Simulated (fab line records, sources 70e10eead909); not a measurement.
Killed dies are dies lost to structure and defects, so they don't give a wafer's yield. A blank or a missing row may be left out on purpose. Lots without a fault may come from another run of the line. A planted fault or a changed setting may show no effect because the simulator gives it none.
A struck lot beside a sound one | flow nand_harc | 40 steps out of a route of 1302
Sound: wafers L826.2, L826.5, L826.6. Struck: wafers L831.1, L831.3, L831.5. The cause comes at the end.
At each step with rows: each side's tool, then ch and its chambers, then its first start. Under that, the readings that differ: sound wafers | struck wafers | difference of the means | sigmas: that difference in standard deviations of wafers without a fault.
alike: readings whose means differ by less than 2 such deviations, and words and numbers that are the same on both sides. not compared: withheld readings, readings that some wafer has no value for, bounds like >300 that may hide the same value, and numbers for which the record gives no deviation and whose values overlap.
The two part at a step that has a row with sigmas, a row that says differs or no value, or rows on one side only. Numbers that don't overlap but have no deviation are shown without sigmas and don't part them. A reading that every wafer of one side lacks parts them only if that side has two wafers or more.

first, 2 steps without rows for these wafers: NHARC_A_DECK1_JOINT_ANNEAL_28 (time 1800 s); NHARC_A_DECK1_JOINT_ANNEAL_29 (time 1800 s).
NHARC_A_DECK1_JOINT_CMP_02: polishes SiOx.
  sound on cmp-04 ch 0,2,3, day 12 14:49; struck on cmp-02 ch 0,1, day 14 17:10
  alike: motor_current_A
then, 1 step without rows for these wafers: NHARC_A_DECK1_JOINT_SRD_15.
NHARC_A_DECK1_JOINT_DEP_16: deposits SiO2, target thk 45 nm.
  sound on pecvd-03 ch 0,2, day 12 15:10; struck on pecvd-02 ch 0,1, day 14 17:33
  alike: heater_power_w, showerhead_vpp_V, throttle_valve_pct
NHARC_A_DECK1_JOINT_THK_MEAS_17: measures by ellipsometry.
  sound on film_metro-02, day 12 15:25; struck on film_metro-02, day 14 17:50
  alike: thk_nm
NHARC_A_DECK1_JOINT_INSPECT_05:
  sound on defect_inspect-01, day 12 15:27; struck on defect_inspect-02, day 14 17:52
  alike: raw_defect_count
then, 1 step without rows for these wafers: NHARC_A_ONON_D2_DEP_00 (target thk 1000 nm).
NHARC_A_ONON_D2_THK_MEAS_02: measures by ellipsometry.
  sound on film_metro-02, day 12 16:02; struck on film_metro-01, day 14 18:26
  alike: thk_nm
then, 1 step without rows for these wafers: NHARC_A_ONON_D2_DEP_03 (target thk 1000 nm).
NHARC_A_ONON_D2_THK_MEAS_05: measures by ellipsometry.
  sound on film_metro-02, day 12 16:36; struck on film_metro-01, day 14 19:01
  reading     | sound       | struck         | difference | sigmas
  thk_nm (nm) | 987 985 988 | 1010 1012 1011 | +24        | +2
NHARC_A_ONON_D2_DEP_06: target thk 1000 nm.
  sound on pecvd_onon-04 ch 0, day 12 16:43; struck on pecvd_onon-01 ch 0, day 14 19:04
NHARC_A_ONON_D2_THK_MEAS_08: measures by ellipsometry.
  sound on film_metro-01, day 12 17:10; struck on film_metro-02, day 14 19:35
  reading     | sound       | struck         | difference | sigmas
  thk_nm (nm) | 984 983 980 | 1008 1008 1008 | +26        | +3
then, 1 step without rows for these wafers: NHARC_A_ONON_D2_DEP_09 (target thk 1000 nm).
NHARC_A_ONON_D2_THK_MEAS_11: measures by ellipsometry.
  sound on film_metro-01, day 12 17:44; struck on film_metro-01, day 14 20:09
  alike: thk_nm
then, 1 step without rows for these wafers: NHARC_A_ONON_D2_DEP_12 (target thk 1000 nm).
NHARC_A_ONON_D2_THK_MEAS_14: measures by ellipsometry.
  sound on film_metro-01, day 12 18:18; struck on film_metro-01, day 14 20:43
  alike: thk_nm
then, 2 steps without rows for these wafers: NHARC_A_ONON_D2_ANNEAL_15 (time 3600 s); NHARC_A_ONON_D2_DEP_16 (target thk 1000 nm).
NHARC_A_ONON_D2_THK_MEAS_18: measures by ellipsometry.
  sound on film_metro-01, day 13 01:41; struck on film_metro-02, day 15 04:22
  alike: thk_nm
then, 1 step without rows for these wafers: NHARC_A_ONON_D2_DEP_19 (target thk 1000 nm).
NHARC_A_ONON_D2_THK_MEAS_21: measures by ellipsometry.
  sound on film_metro-01, day 13 02:16; struck on film_metro-01, day 15 04:56
  alike: thk_nm
then, 1 step without rows for these wafers: NHARC_A_ONON_D2_DEP_22 (target thk 1000 nm).
NHARC_A_ONON_D2_THK_MEAS_24: measures by ellipsometry.
  sound on film_metro-01, day 13 02:50; struck on film_metro-01, day 15 05:31
  alike: thk_nm
then, 1 step without rows for these wafers: NHARC_A_ONON_D2_DEP_25 (target thk 1000 nm).
NHARC_A_ONON_D2_THK_MEAS_27: measures by ellipsometry.
  sound on film_metro-02, day 13 03:24; struck on film_metro-02, day 15 06:05
  alike: thk_nm
then, 1 step without rows for these wafers: NHARC_A_ONON_D2_DEP_28 (target thk 1000 nm).
NHARC_A_ONON_D2_THK_MEAS_30: measures by ellipsometry.
  sound on film_metro-01, day 13 03:58; struck on film_metro-01, day 15 06:39
  reading     | sound          | struck      | difference | sigmas
  thk_nm (nm) | 1010 1008 1009 | 994 993 994 | -15        | -2
NHARC_A_ONON_D2_DEP_33: deposits SiO2, target thk 200 nm.
  sound on pecvd-03 ch 0,1,2, day 13 04:04; struck on pecvd-01 ch 1,2, day 15 06:42
  alike: heater_power_w, showerhead_vpp_V, throttle_valve_pct
NHARC_A_ONON_D2_THK_MEAS_34: measures by ellipsometry.
  sound on film_metro-02, day 13 04:26; struck on film_metro-01, day 15 07:07
  alike: thk_nm
NHARC_A_CHANNEL_HOLE_D2_DEP_00: deposits aC, target thk 3100 nm.
  sound on acl_dep-01 ch 0, day 13 07:58; struck on acl_dep-03 ch 0, day 15 11:04
  alike: throttle_valve_pct
NHARC_A_CHANNEL_HOLE_D2_DEP_01: deposits SiON, target thk 140 nm.
  sound on pecvd-04 ch 1,2, day 13 09:36; struck on pecvd-02 ch 0,1,2, day 15 13:01
  alike: heater_power_w, showerhead_vpp_V
then, 7 steps without rows for these wafers: NHARC_A_CHANNEL_HOLE_D2_DEHYDRATE_02 (time 120 s); NHARC_A_CHANNEL_HOLE_D2_HMDS_03 (time 30 s); NHARC_A_CHANNEL_HOLE_D2_COAT_36 (time 75 s); NHARC_A_CHANNEL_HOLE_D2_COAT_37 (time 65 s); NHARC_A_CHANNEL_HOLE_D2_COAT_04 (resist thk 90 nm); NHARC_A_CHANNEL_HOLE_D2_SOFTBAKE_05 (time 55 s); NHARC_A_CHANNEL_HOLE_D2_EBR_06.
-- the record jumps here: 11 days lie between the struck wafers' starts before and after (it left off in module A_CHANNEL_HOLE_D2 and takes up again in module END, whose first step shown is number 1302 of the route) --
NHARC_END_SORT_01:
  the record has rows for the struck wafers here (prober-01 ch 0, day 26 23:23) and none for the sound ones

WHERE THEY PART
First at NHARC_A_ONON_D2_THK_MEAS_05; last, within this record, at NHARC_END_SORT_01.

WHY: what the simulator had put in
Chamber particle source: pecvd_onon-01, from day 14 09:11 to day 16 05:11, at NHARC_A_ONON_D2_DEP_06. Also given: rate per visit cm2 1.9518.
